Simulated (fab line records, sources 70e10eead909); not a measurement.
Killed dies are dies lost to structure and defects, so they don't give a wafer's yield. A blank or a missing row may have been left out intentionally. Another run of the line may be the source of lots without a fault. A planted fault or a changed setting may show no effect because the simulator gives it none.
Which of the tools did it? ; flow nand harc ; 39 wafers from 13 lots sampled at 6 of the route's 1302 steps

WHAT THE GAUGES SHOWED, per wafer
NHARC_P_START_INSPECT_01. Usual: raw defect count 3.5, standard deviation 2.2.
lot;measured;on;raw defect count;flag
L598;day 1 20:02;defect inspect-01;3 1 3;
L602;day 3 12:02;defect inspect-01;2 2 4;
L603;day 3 22:02;defect inspect-01;2 4 5;
L604;day 4 08:02;defect inspect-01;2 5 5;
L605;day 4 18:02;defect inspect-02;3 8 5;
L606;day 5 04:02;defect inspect-01;5 3 5;
L611;day 7 06:02;defect inspect-01;3 3 4;
L612;day 7 16:02;defect inspect-02;2 4 3;
L615;day 8 22:02;defect inspect-02;0 6 5;
L616;day 9 08:02;defect inspect-01;4 1 1;
L618;day 10 04:03;defect inspect-01;4 1 2;
L619;day 10 14:03;defect inspect-01;1 1 4;
L620;day 11 00:02;defect inspect-01;6 1 4;

NHARC_P_ZERO_WELL_CD_MEAS_37 targets a cd of 720 nm. Usual: cd nm 720.0 nm, standard deviation 1.8.
lot;measured;on;cd nm (nm);flag
L598;day 2 00:01;cd sem-01;718.3 718.1 722.0;
L602;day 3 16:01;cd sem-02;718.6 718.8 718.7;
L603;day 4 02:14;cd sem-03;722.8 722.0 719.5;
L604;day 4 12:02;cd sem-01;719.8 719.3 719.8;
L605;day 4 22:34;cd sem-02;717.0 718.7 717.2;
L606;day 5 08:22;cd sem-03;718.9 721.5 720.8;
L611;day 7 09:58;cd sem-03;718.3 719.7 728.3;
L612;day 7 20:01;cd sem-03;721.5 722.8 729.5;
L615;day 9 02:07;cd sem-01;720.5 719.6 720.0;
L616;day 9 12:13;cd sem-03;721.4 723.1 721.0;
L618;day 10 08:01;cd sem-03;723.5 721.9 721.5;
L619;day 10 18:08;cd sem-01;721.3 723.9 722.7;
L620;day 11 03:58;cd sem-03;719.5 720.6 718.8;

NHARC_P_STI_OVL_MEAS_10. Usual: overlay x nm -1 nm, standard deviation 5.1; overlay y nm 0 nm, standard deviation 6.1.
lot;measured;on;overlay x nm (nm);overlay y nm (nm);flag
L598;day 2 18:30;overlay-02;4 5 4;-5 -5 -5;
L602;day 4 11:09;overlay-01;-7 -7 -7;-1 -1 -1;
L603;day 4 23:26;overlay-02;1 1 1;2 3 3;
L604;day 5 06:58;overlay-02;-5 -5 -5;-6 -6 -6;
L605;day 5 18:27;overlay-01;0 0 0;-8 -8 -8;
L606;day 6 04:44;overlay-02;1 2 2;5 4 5;
L611;day 8 07:04;overlay-02;7 7 7;10 10 11;
L612;day 8 14:48;overlay-01;-4 -4 -5;-7 -7 -7;
L615;day 9 22:13;overlay-02;-4 -4 -4;7 6 6;
L616;day 10 10:19;overlay-01;7 8 8;-3 -3 -3;
L618;day 10 23:43;overlay-01;3 3 4;-6 -7 -6;
L619;day 11 14:29;overlay-02;1 2 1;12 13 13;
L620;day 12 00:09;overlay-01;2 1 1;6 6 6;

NHARC_END_SORT_01. Usual: killed at array 57, standard deviation 20; killed at other 1.0, standard deviation 1.5; killed at periphery 3.5, standard deviation 2.5; killed dies 62, standard deviation 21; killed open 3.5, standard deviation 1.9; killed short 2.4, standard deviation 1.6.
lot;measured;on;killed at array;killed at other;killed at periphery;killed dies;killed open;killed short;flag
L606;day 27 21:34;prober-01;73 87 72;0 0 5;3 2 2;76 89 79;4 2 5;1 4 0;
L611;day 29 22:08;prober-01;70 68 48;8 1 3;9 2 1;87 71 52;4 1 3;2 0 1;

WHICH TOOL RAN EACH LOT (tool, then ch and the chambers of the sampled wafers, then the start)
lot;NHARC_P_ZERO_WELL_EXPOSE_34;NHARC_P_ZERO_WELL_DESCUM_39
L598;krf scanner-03 ch 0, day 1 23:52;rie diel-07 ch 0,2,3, day 2 00:10
L602;krf scanner-01 ch 0, day 3 15:52;rie diel-07 ch 1,2, day 3 16:10
L603;krf scanner-01 ch 0, day 4 02:05;rie diel-04 ch 0,3, day 4 02:24
L604;krf scanner-01 ch 0, day 4 11:53;rie diel-04 ch 1,2,3, day 4 12:11
L605;krf scanner-04 ch 0, day 4 22:25;rie diel-07 ch 0,1,3, day 4 22:44
L606;krf scanner-04 ch 0, day 5 08:13;rie diel-04 ch 0,1,3, day 5 08:31
L611;krf scanner-04 ch 0, day 7 09:49;rie diel-01 ch 0,3, day 7 10:07
L612;krf scanner-04 ch 0, day 7 19:52;rie diel-01 ch 0,2,3, day 7 20:13
L615;krf scanner-01 ch 0, day 9 01:57;rie diel-01 ch 0,2,3, day 9 02:17
L616;krf scanner-03 ch 0, day 9 12:04;rie diel-07 ch 1,2,3, day 9 12:22
L618;krf scanner-03 ch 0, day 10 07:52;rie diel-04 ch 0,1,2, day 10 08:12
L619;krf scanner-03 ch 0, day 10 17:59;rie diel-04 ch 0,2,3, day 10 18:17
L620;krf scanner-03 ch 0, day 11 03:49;rie diel-04 ch 2,3, day 11 04:08
- NHARC_P_ZERO_WELL_EXPOSE_34: exposes mask P PWELL, target cd 720 nm.
- NHARC_P_ZERO_WELL_DESCUM_39: chemistry O2, time 3 s.

WHAT THE TOOLS THEMSELVES READ (means of the sampled wafers that have a number; where no wafer has one, the mark that the record gives instead)
NHARC_P_ZERO_WELL_DESCUM_39. Usual: drypump motor current A 5.6 A, standard deviation 0.31; mfc ar sccm 0.011 sccm, standard deviation 0.013; oes product au 1.001 a.u., standard deviation 0.011; rf vpp V 58.1 V, standard deviation 0.8; showerhead plenum p Torr 1.95 Torr, standard deviation 0.093; throttle valve pct 11.312 %, standard deviation 0.0092.
lot;tool;drypump motor current A (A);mfc ar sccm (sccm);oes product au (a.u.);rf vpp V (V);showerhead plenum p Torr (Torr);throttle valve pct (%);flag
L598;rie diel-07;5.2;0.010;0.997;58.7;1.89;11.324;
L602;rie diel-07;5.6;0.013;0.999;57.6;1.80;11.311;
L603;rie diel-04;5.7;0.012;0.999;58.1;2.04;11.322;
L604;rie diel-04;5.6;0.014;0.992;58.6;2.00;11.305;
L605;rie diel-07;5.5;0.015;0.999;57.9;1.85;11.319;
L606;rie diel-04;5.6;0.007;0.997;57.7;2.03;11.313;
L611;rie diel-01;5.9;0.007;1.022;57.0;1.90;11.309;
L612;rie diel-01;5.9;0.003;1.013;58.1;1.92;11.314;
L615;rie diel-01;5.9;0.003;1.005;58.0;1.91;11.306;
L616;rie diel-07;5.5;0.016;1.002;58.6;2.00;11.317;
L618;rie diel-04;5.7;0.018;0.986;58.5;2.02;11.315;
L619;rie diel-04;5.7;0.019;0.998;58.5;1.99;11.299;
L620;rie diel-04;5.7;0.026;0.997;57.4;1.96;11.308;

THE ANSWER, worked out from the rows above alone
Rule: a lot is off if the mean of its wafers that have a number lies more than 3 standard deviations from the usual mean. A lot without any number at a reading at which 4 lots or more have one is off too. Any other lot the step has rows for is counted as sound. Order of review: gauges by route order, followed by the tools' own readings, for which a lot's mean as printed above is used. At the first step where some lot is off, the reading lying furthest off is the one used; lots without a number count as furthest.
None of the lots is off at any reading shown; this tells nothing.

WHAT THE SIMULATOR HAD PUT IN
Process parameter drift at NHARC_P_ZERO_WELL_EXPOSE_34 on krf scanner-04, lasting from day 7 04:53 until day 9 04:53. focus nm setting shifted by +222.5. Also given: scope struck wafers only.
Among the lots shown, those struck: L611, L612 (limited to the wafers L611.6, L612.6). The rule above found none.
